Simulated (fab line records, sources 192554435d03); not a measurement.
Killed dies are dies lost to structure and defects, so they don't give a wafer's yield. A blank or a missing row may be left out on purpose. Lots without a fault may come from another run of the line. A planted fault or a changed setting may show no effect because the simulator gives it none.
Which tool did it? | flow n5_finfet | 19 lots, 57 wafers sampled, at 6 steps of a route of 1938

WHAT THE GAUGES READ, wafer by wafer
N5_FIN_SAQP_OCD_MEAS_76.
lot  | measured    | on     | trench_depth_nm (nm)
L075 | day 2 10:55 | ocd-01 | 121.2 122.7 119.9
L076 | day 2 17:38 | ocd-01 | 120.4 119.0 122.0
L077 | day 2 21:04 | ocd-01 | 118.0 118.6 121.8
L078 | day 3 04:43 | ocd-01 | 118.4 118.3 117.1
L079 | day 3 09:06 | ocd-01 | 119.4 118.2 122.2
L080 | day 3 14:51 | ocd-01 | 123.5 121.0 120.2
L081 | day 3 20:36 | ocd-01 | 123.0 119.5 119.9
L083 | day 4 09:17 | ocd-02 | 115.8 119.1 117.4
L084 | day 4 19:46 | ocd-01 | 121.8 120.2 122.5
L085 | day 4 22:38 | ocd-02 | 123.0 120.1 118.3
L086 | day 5 04:49 | ocd-01 | 119.4 114.5 117.1
L087 | day 5 09:34 | ocd-01 | 122.7 118.4 119.1
L088 | day 5 14:50 | ocd-02 | 121.5 115.1 117.0
L090 | day 6 01:47 | ocd-02 | 117.3 120.8 116.1
L091 | day 6 08:46 | ocd-02 | 121.0 116.1 117.4
L092 | day 6 14:52 | ocd-01 | 117.6 121.7 116.7
L093 | day 6 22:37 | ocd-01 | 120.7 120.1 120.3
L094 | day 7 01:59 | ocd-01 | 117.3 116.7 115.5
L096 | day 7 13:46 | ocd-01 | 116.7 114.5 116.7

N5_STI_FIN_REVEAL_FIN_H_MEAS_10.
lot  | measured    | on     | trench_depth_nm (nm)
L075 | day 3 00:03 | ocd-02 | 52.7 52.5 53.0
L076 | day 3 04:04 | ocd-02 | 52.9 52.1 52.2
L077 | day 3 07:18 | ocd-01 | 52.2 52.0 52.6
L078 | day 3 15:24 | ocd-02 | 52.5 51.9 52.3
L079 | day 3 19:22 | ocd-01 | 51.7 51.8 52.3
L080 | day 4 01:44 | ocd-01 | 51.0 52.1 52.4
L081 | day 4 07:04 | ocd-02 | 53.0 52.5 51.2
L083 | day 4 19:51 | ocd-02 | 51.4 51.2 49.9
L084 | day 5 06:19 | ocd-01 | 50.6 50.9 51.5
L085 | day 5 09:23 | ocd-02 | 51.4 50.9 51.6
L086 | day 5 15:03 | ocd-01 | 51.8 50.8 51.3
L087 | day 5 19:32 | ocd-02 | 51.9 52.1 52.0
L088 | day 6 01:21 | ocd-02 | 51.8 51.7 51.7
L090 | day 6 12:14 | ocd-01 | 51.9 51.3 51.1
L091 | day 6 22:31 | ocd-02 | 51.1 51.7 51.7
L092 | day 7 01:27 | ocd-02 | 52.7 52.6 52.1
L093 | day 7 08:59 | ocd-01 | 52.3 51.1 51.5
L094 | day 7 11:58 | ocd-01 | 52.8 52.0 52.0
L096 | day 7 23:46 | ocd-02 | 53.2 53.5 53.6

WHICH TOOL RAN EACH LOT (tool, then ch and the chambers of the sampled wafers, then the start)
lot  | N5_FIN_CUT_ETCH_20                | N5_FIN_CUT_STRIP_24               | N5_FIN_CUT_CUT_ETCH_27            | N5_FIN_CUT_STRIP_22
L075 | rie_diel-01 ch 1,2, day 2 12:13   | rie_diel-01 ch 1,2, day 2 12:35   | rie_diel-01 ch 1,2, day 2 12:38   | rie_diel-01 ch 1,2, day 2 12:59
L076 | rie_diel-01 ch 0,1,3, day 2 18:32 | rie_diel-01 ch 0,1,3, day 2 18:54 | rie_diel-01 ch 0,1,3, day 2 18:58 | rie_diel-01 ch 0,3, day 2 19:14
L077 | rie_diel-05 ch 1,2,3, day 2 21:43 | rie_diel-05 ch 1,2,3, day 2 22:04 | rie_diel-05 ch 1,2,3, day 2 22:08 | rie_diel-01 ch 1,2,3, day 2 22:24
L078 | rie_diel-05 ch 1,2,3, day 3 05:14 | rie_diel-05 ch 1,2,3, day 3 05:35 | rie_diel-05 ch 1,2,3, day 3 05:39 | rie_diel-02 ch 0,2, day 3 05:55
L079 | rie_diel-02 ch 0,3, day 3 09:44   | rie_diel-02 ch 0,3, day 3 10:06   | rie_diel-02 ch 0,3, day 3 10:10   | rie_diel-02 ch 0,1,2, day 3 10:31
L080 | rie_diel-02 ch 1,2, day 3 15:29   | rie_diel-02 ch 1,2, day 3 15:51   | rie_diel-02 ch 1,2, day 3 15:55   | rie_diel-05 ch 0,1,2, day 3 16:25
L081 | rie_diel-02 ch 0,1,2, day 3 21:19 | rie_diel-02 ch 0,1,2, day 3 21:41 | rie_diel-02 ch 0,1,2, day 3 21:45 | rie_diel-02 ch 0,1,2, day 3 22:01
L083 | rie_diel-01 ch 0,1,2, day 4 09:55 | rie_diel-01 ch 0,1,2, day 4 10:17 | rie_diel-01 ch 0,1,2, day 4 10:21 | rie_diel-05 ch 1,2,3, day 4 10:49
L084 | rie_diel-05 ch 0,1,2, day 4 20:24 | rie_diel-05 ch 0,1,2, day 4 20:46 | rie_diel-05 ch 0,1,2, day 4 20:49 | rie_diel-02 ch 0,1, day 4 21:05
L085 | rie_diel-05 ch 0,1, day 4 23:16   | rie_diel-05 ch 0,1, day 4 23:38   | rie_diel-05 ch 0,1, day 4 23:41   | rie_diel-05 ch 0,1,2, day 4 23:58
L086 | rie_diel-02 ch 2,3, day 5 05:29   | rie_diel-02 ch 2,3, day 5 05:51   | rie_diel-02 ch 2,3, day 5 05:55   | rie_diel-05 ch 1,2,3, day 5 06:11
L087 | rie_diel-05 ch 1,2, day 5 10:04   | rie_diel-05 ch 1,2, day 5 10:26   | rie_diel-05 ch 1,2, day 5 10:30   | rie_diel-05 ch 1,2,3, day 5 10:47
L088 | rie_diel-01 ch 0,1, day 5 15:28   | rie_diel-01 ch 0,1, day 5 15:50   | rie_diel-01 ch 0,1, day 5 15:53   | rie_diel-01 ch 0,3, day 5 16:10
L090 | rie_diel-02 ch 0,1, day 6 02:19   | rie_diel-02 ch 0,1, day 6 02:40   | rie_diel-02 ch 0,1, day 6 02:44   | rie_diel-01 ch 1,2,3, day 6 03:00
L091 | rie_diel-01 ch 1,3, day 6 09:17   | rie_diel-01 ch 1,3, day 6 09:39   | rie_diel-01 ch 1,3, day 6 09:43   | rie_diel-02 ch 1,3, day 6 11:28
L092 | rie_diel-02 ch 0,1,2, day 6 15:30 | rie_diel-02 ch 0,1,2, day 6 15:52 | rie_diel-02 ch 0,1,2, day 6 15:56 | rie_diel-02 ch 1,2,3, day 6 16:13
L093 | rie_diel-02 ch 0,2, day 6 23:20   | rie_diel-02 ch 0,2, day 6 23:43   | rie_diel-02 ch 0,2, day 6 23:46   | rie_diel-01 ch 0,1,3, day 7 00:07
L094 | rie_diel-01 ch 1,2, day 7 02:29   | rie_diel-01 ch 1,2, day 7 02:51   | rie_diel-01 ch 1,2, day 7 02:55   | rie_diel-05 ch 2,3, day 7 03:11
L096 | rie_diel-01 ch 0,3, day 7 14:16   | rie_diel-01 ch 0,3, day 7 14:38   | rie_diel-01 ch 0,3, day 7 14:42   | rie_diel-01 ch 0,1, day 7 14:59
- N5_FIN_CUT_ETCH_20: etches SiARC in CF4, target depth 26 nm, time 43.3 s.
- N5_FIN_CUT_STRIP_24: strips in CF4.
- N5_FIN_CUT_CUT_ETCH_27: etches SiO2 in CHF3/O2, target depth 4 nm, overetch 2 nm, time 4.9 s.
- N5_FIN_CUT_STRIP_22: strips in N2/H2.

WHAT THE TOOLS THEMSELVES READ (means of the sampled wafers that have a number; where no wafer has one, the mark that the record gives instead)
N5_FIN_CUT_ETCH_20.
lot  | tool        | bias_w (W) | drypump_motor_current_A (A) | etch_rf_on_time_s (s) | oes_product_au (a.u.) | rf_vpp_V (V) | showerhead_plenum_p_Torr (Torr) | throttle_valve_pct (%)
L075 | rie_diel-01 | 35.97      | 5.8                         | 42.8                  | 0.62                  | 184.0        | 2.09                            | 15.88
L076 | rie_diel-01 | 36.04      | 6.0                         | 42.9                  | 0.73                  | 184.7        | 2.20                            | 15.78
L077 | rie_diel-05 | 35.96      | 5.6                         | 42.5                  | 0.65                  | 184.4        | 2.14                            | 15.62
L078 | rie_diel-05 | 36.14      | 5.6                         | 43.2                  | 0.65                  | 183.8        | 2.14                            | 15.64
L079 | rie_diel-02 | 35.93      | 6.0                         | 43.2                  | 0.61                  | 183.3        | 2.09                            | 15.87
L080 | rie_diel-02 | 35.96      | 6.0                         | 44.6                  | 0.59                  | 184.1        | 2.16                            | 15.62
L081 | rie_diel-02 | 35.99      | 5.8                         | 45.2                  | 0.60                  | 184.6        | 2.19                            | 15.76
L083 | rie_diel-01 | 35.90      | 6.0                         | 43.2                  | 0.66                  | 183.6        | 2.14                            | 15.86
L084 | rie_diel-05 | 35.97      | 5.7                         | 43.4                  | 0.65                  | 183.5        | 2.15                            | 15.64
L085 | rie_diel-05 | 36.09      | 6.0                         | 43.6                  | 0.65                  | 184.2        | 2.18                            | 15.66
L086 | rie_diel-02 | 36.08      | 6.2                         | 44.0                  | 0.67                  | 184.0        | 2.18                            | 15.49
L087 | rie_diel-05 | 35.95      | 5.7                         | 43.3                  | 0.66                  | 183.3        | 2.12                            | 15.57
L088 | rie_diel-01 | 35.89      | 6.1                         | 42.9                  | 0.71                  | 184.3        | 2.20                            | 15.84
L090 | rie_diel-02 | 36.08      | 5.6                         | 44.9                  | 0.59                  | 185.0        | 2.21                            | 15.86
L091 | rie_diel-01 | 36.10      | 5.8                         | 42.9                  | 0.65                  | 184.7        | 2.20                            | 15.91
L092 | rie_diel-02 | 36.06      | 5.8                         | 44.4                  | 0.60                  | 184.7        | 2.18                            | 15.79
L093 | rie_diel-02 | 36.01      | 6.0                         | 44.5                  | 0.61                  | 184.3        | 2.16                            | 15.72
L094 | rie_diel-01 | 35.98      | 5.8                         | 43.5                  | 0.60                  | 182.9        | 2.08                            | 15.93
L096 | rie_diel-01 | 36.04      | 6.1                         | 43.5                  | 0.74                  | 185.2        | 2.18                            | 15.73

N5_FIN_CUT_STRIP_24.
lot  | tool        | drypump_motor_current_A (A) | oes_product_au (a.u.) | power_w (W) | rf_vpp_V (V) | showerhead_plenum_p_Torr (Torr) | throttle_valve_pct (%)
L075 | rie_diel-01 | 5.8                         | 0.71                  | 300.3       | 269.9        | 1.76                            | 13.88
L076 | rie_diel-01 | 6.0                         | 0.84                  | 299.8       | 272.3        | 1.84                            | 13.70
L077 | rie_diel-05 | 5.6                         | 0.76                  | 299.4       | 270.7        | 1.80                            | 13.61
L078 | rie_diel-05 | 5.6                         | 0.75                  | 299.4       | 271.1        | 1.80                            | 13.62
L079 | rie_diel-02 | 6.0                         | 0.71                  | 300.4       | 271.0        | 1.75                            | 13.88
L080 | rie_diel-02 | 6.0                         | 0.70                  | 299.0       | 271.6        | 1.82                            | 13.64
L081 | rie_diel-02 | 5.8                         | 0.71                  | 299.9       | 271.9        | 1.84                            | 13.76
L083 | rie_diel-01 | 6.0                         | 0.76                  | 300.2       | 271.4        | 1.79                            | 13.84
L084 | rie_diel-05 | 5.7                         | 0.75                  | 300.5       | 271.2        | 1.80                            | 13.62
L085 | rie_diel-05 | 6.0                         | 0.75                  | 300.3       | 272.2        | 1.83                            | 13.68
L086 | rie_diel-02 | 6.1                         | 0.78                  | 300.4       | 272.3        | 1.83                            | 13.50
L087 | rie_diel-05 | 5.7                         | 0.77                  | 300.0       | 271.5        | 1.78                            | 13.56
L088 | rie_diel-01 | 6.1                         | 0.82                  | 299.5       | 272.4        | 1.83                            | 13.78
L090 | rie_diel-02 | 5.6                         | 0.70                  | 300.8       | 271.9        | 1.85                            | 13.85
L091 | rie_diel-01 | 5.8                         | 0.76                  | 300.3       | 272.0        | 1.84                            | 13.86
L092 | rie_diel-02 | 5.8                         | 0.70                  | 300.2       | 271.6        | 1.83                            | 13.79
L093 | rie_diel-02 | 5.9                         | 0.71                  | 300.0       | 271.9        | 1.82                            | 13.74
L094 | rie_diel-01 | 5.8                         | 0.69                  | 300.0       | 269.7        | 1.75                            | 13.96
L096 | rie_diel-01 | 6.2                         | 0.86                  | 298.7       | 271.7        | 1.83                            | 13.66

N5_FIN_CUT_CUT_ETCH_27.
lot  | tool        | CHF3_flow_sccm (sccm) | O2_flow_sccm (sccm) | bias_w (W) | drypump_motor_current_A (A) | oes_o_777_au (a.u.) | oes_product_au (a.u.) | rf_vpp_V (V) | showerhead_plenum_p_Torr (Torr) | throttle_valve_pct (%)
L075 | rie_diel-01 | 49.91                 | 4.994               | 170.3      | 5.8                         | 0.73                | 0.57                  | 513          | 2.35                            | 19.05
L076 | rie_diel-01 | 50.10                 | 5.007               | 170.4      | 6.0                         | 0.86                | 0.68                  | 525          | 2.47                            | 19.02
L077 | rie_diel-05 | 50.00                 | 5.000               | 169.7      | 5.6                         | 0.76                | 0.60                  | 532          | 2.41                            | 18.84
L078 | rie_diel-05 | 49.98                 | 5.009               | 169.7      | 5.6                         | 0.76                | 0.60                  | 533          | 2.41                            | 18.83
L079 | rie_diel-02 | 50.03                 | 4.993               | 169.7      | 6.0                         | 0.72                | 0.56                  | 514          | 2.35                            | 19.06
L080 | rie_diel-02 | 49.91                 | 5.013               | 170.0      | 6.0                         | 0.69                | 0.55                  | 528          | 2.42                            | 18.75
L081 | rie_diel-02 | 50.00                 | 4.987               | 169.8      | 5.8                         | 0.71                | 0.57                  | 528          | 2.46                            | 18.92
L083 | rie_diel-01 | 49.98                 | 5.002               | 169.8      | 6.0                         | 0.77                | 0.61                  | 520          | 2.41                            | 19.08
L084 | rie_diel-05 | 50.02                 | 4.987               | 170.1      | 5.7                         | 0.75                | 0.60                  | 530          | 2.41                            | 18.82
L085 | rie_diel-05 | 49.92                 | 5.003               | 170.1      | 6.0                         | 0.75                | 0.60                  | 536          | 2.44                            | 18.83
L086 | rie_diel-02 | 50.10                 | 5.003               | 170.0      | 6.2                         | 0.79                | 0.63                  | 523          | 2.44                            | 18.66
L087 | rie_diel-05 | 50.05                 | 4.991               | 169.9      | 5.7                         | 0.77                | 0.61                  | 536          | 2.38                            | 18.77
L088 | rie_diel-01 | 49.91                 | 4.991               | 170.0      | 6.2                         | 0.82                | 0.65                  | 526          | 2.47                            | 19.10
L090 | rie_diel-02 | 49.88                 | 4.994               | 170.0      | 5.6                         | 0.70                | 0.56                  | 529          | 2.48                            | 19.04
L091 | rie_diel-01 | 49.83                 | 5.001               | 169.8      | 5.8                         | 0.77                | 0.60                  | 511          | 2.48                            | 19.13
L092 | rie_diel-02 | 50.17                 | 5.013               | 170.1      | 5.8                         | 0.70                | 0.56                  | 528          | 2.45                            | 18.93
L093 | rie_diel-02 | 50.05                 | 4.999               | 169.8      | 6.0                         | 0.71                | 0.57                  | 527          | 2.42                            | 18.85
L094 | rie_diel-01 | 49.94                 | 5.007               | 170.6      | 5.8                         | 0.70                | 0.55                  | 513          | 2.33                            | 19.09
L096 | rie_diel-01 | 50.08                 | 5.000               | 170.1      | 6.1                         | 0.86                | 0.69                  | 537          | 2.46                            | 18.99

N5_FIN_CUT_STRIP_22.
lot  | tool        | drypump_motor_current_A (A) | n2_flow_sccm (sccm) | oes_product_au (a.u.) | power_w (W) | rf_vpp_V (V) | showerhead_plenum_p_Torr (Torr) | temp_c (C) | throttle_valve_pct (%)
L075 | rie_diel-01 | 5.8                         | 300.0               | 0.73                  | 500.0       | 53.9         | 3.27                            | 40.04      | 18.97
L076 | rie_diel-01 | 6.0                         | 300.6               | 0.92                  | 500.9       | 55.5         | 3.43                            | 40.05      | 18.75
L077 | rie_diel-01 | 5.8                         | 301.3               | 0.79                  | 499.5       | 53.4         | 3.35                            | 39.95      | 18.87
L078 | rie_diel-02 | 6.0                         | 301.4               | 0.74                  | 498.9       | 56.3         | 3.41                            | 40.10      | 18.89
L079 | rie_diel-02 | 5.8                         | 300.5               | 0.72                  | 499.7       | 53.7         | 3.43                            | 40.10      | 18.94
L080 | rie_diel-05 | 5.7                         | 299.9               | 0.75                  | 501.4       | 54.5         | 3.35                            | 40.11      | 18.84
L081 | rie_diel-02 | 5.8                         | 299.5               | 0.72                  | 500.0       | 55.2         | 3.43                            | 39.95      | 18.95
L083 | rie_diel-05 | 5.6                         | 300.1               | 0.75                  | 499.4       | 52.0         | 3.34                            | 39.93      | 18.70
L084 | rie_diel-02 | 5.6                         | 300.7               | 0.73                  | 499.6       | 54.9         | 3.48                            | 39.84      | 19.02
L085 | rie_diel-05 | 5.7                         | 299.8               | 0.74                  | 500.7       | 53.3         | 3.35                            | 40.07      | 18.86
L086 | rie_diel-05 | 5.6                         | 300.4               | 0.75                  | 500.1       | 54.5         | 3.34                            | 39.92      | 18.73
L087 | rie_diel-05 | 5.6                         | 299.2               | 0.74                  | 499.2       | 53.8         | 3.34                            | 39.95      | 18.72
L088 | rie_diel-01 | 6.2                         | 299.5               | 0.89                  | 500.0       | 54.3         | 3.43                            | 40.13      | 18.95
L090 | rie_diel-01 | 5.8                         | 299.6               | 0.76                  | 500.1       | 53.2         | 3.35                            | 40.14      | 18.92
L091 | rie_diel-02 | 5.9                         | 300.7               | 0.76                  | 500.3       | 54.6         | 3.48                            | 39.90      | 18.97
L092 | rie_diel-02 | 6.0                         | 299.5               | 0.78                  | 500.0       | 53.9         | 3.45                            | 40.09      | 18.93
L093 | rie_diel-01 | 6.0                         | 299.8               | 0.82                  | 500.0       | 55.8         | 3.44                            | 39.92      | 19.05
L094 | rie_diel-05 | 5.3                         | 299.3               | 0.72                  | 500.0       | 55.3         | 3.28                            | 39.91      | 18.72
L096 | rie_diel-01 | 6.2                         | 301.0               | 0.81                  | 500.5       | 53.8         | 3.45                            | 39.91      | 19.17

THE ANSWER, worked out from the rows above alone
Rule: what is usual is taken from the lots themselves. Put in order of their means at a reading, lots are off if they are a third of the lots or fewer, leave a main group of 4 or more, and stand apart from it by a gap of 3 or more times the standard deviation of the main group's means; of several such gaps the widest counts. A main group whose means are all the same, to the digits that the tables above print for the reading, isn't used. A lot without any number at a reading at which 4 lots or more have one is off too. The other lots that the step has rows for count as sound. The gauges are gone through in route order, then the tools' own readings, and for those a lot's mean is taken as printed above. The first step at which some lot is off is used, and at that step the reading that is off furthest; a lot without a number counts as furthest.
No lot is off at any reading shown: from this, nothing can be told.

WHAT THE SIMULATOR HAD PUT IN
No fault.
